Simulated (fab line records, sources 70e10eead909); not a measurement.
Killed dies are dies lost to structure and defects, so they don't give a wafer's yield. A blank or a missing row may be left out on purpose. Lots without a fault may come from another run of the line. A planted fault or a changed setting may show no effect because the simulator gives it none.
Chamber matching | flow nand_harc | NHARC_A_STAIRCASE_ETCH_292 on rie_diel-09: 4 sister chambers
The step etches the open film in CF4/CHF3. 16 wafers are shown with their chamber, then 8 later ones without.

WAFERS WITH THEIR CHAMBER
wafer  | chamber | drypump_motor_current_A (A) | showerhead_plenum_p_Torr (Torr) | rf_vpp_V (V)
L075.2 | 1       | 5.7                         | 1.67                            | 372.5
L075.3 | 2       | 5.2                         | 1.68                            | 374.5
L075.4 | 3       | 6.4                         | 1.47                            | 366.4
L082.1 | 3       | 6.4                         | 1.47                            | 367.3
L082.4 | 0       | 5.2                         | 1.50                            | 367.9
L082.5 | 3       | 6.4                         | 1.47                            | 366.9
L084.1 | 3       | 6.4                         | 1.47                            | 367.3
L084.3 | 1       | 5.7                         | 1.66                            | 374.0
L084.5 | 2       | 5.2                         | 1.67                            | 374.3
L086.1 | 1       | 5.8                         | 1.66                            | 373.2
L086.3 | 0       | 5.2                         | 1.50                            | 367.6
L086.4 | 3       | 6.4                         | 1.47                            | 366.1
L090.1 | 1       | 5.8                         | 1.65                            | 374.0
L090.2 | 2       | 5.2                         | 1.67                            | 373.2
L090.4 | 0       | 5.2                         | 1.50                            | 369.4
L088.1 | 3       | 6.4                         | 1.46                            | 365.5

SIGNATURES (means of the wafers above)
reading                  | chamber 0 | chamber 1 | chamber 2 | chamber 3 | scatter within a chamber
drypump_motor_current_A  | 5.200     | 5.750     | 5.200     | 6.400     | 0.0289
showerhead_plenum_p_Torr | 1.5000    | 1.6600    | 1.6733    | 1.4683    | 0.0054
rf_vpp_V                 | 368.300   | 373.425   | 374.000   | 366.583   | 0.762
Rule: a wafer's distance from a chamber is the root of the sum, over the readings, of the square of ((its reading less the chamber's mean) divided by the reading's scatter). The wafer belongs to the nearest chamber; if the next one is less than 2 further off, it can't be placed. The scatter: the root of (the sum of the squares of (reading less its chamber's mean) over the shown wafers, divided by (wafers less chambers)).

WAFERS WITHOUT THEIR CHAMBER
wafer  | drypump_motor_current_A (A) | showerhead_plenum_p_Torr (Torr) | rf_vpp_V (V)
L088.3 | 5.2                         | 1.67                            | 373.7
L088.5 | 5.2                         | 1.50                            | 368.2
L094.1 | 5.2                         | 1.49                            | 366.8
L094.4 | 5.7                         | 1.65                            | 374.2
L094.5 | 5.7                         | 1.65                            | 372.9
L097.1 | 6.4                         | 1.46                            | 367.2
L097.3 | 5.8                         | 1.65                            | 372.6
L097.4 | 5.2                         | 1.66                            | 371.9

WHICH CHAMBER EACH WENT THROUGH
wafer  | from the rows above | in truth
L088.3 | 2                   | 2
L088.5 | 0                   | 0
L094.1 | 0                   | 0
L094.4 | 1                   | 1
L094.5 | 1                   | 1
L097.1 | 3                   | 3
L097.3 | 1                   | 1
L097.4 | 2                   | 2
Placed correctly: 8 of 8. Can't be placed from these rows: 0. Placed wrongly: 0.
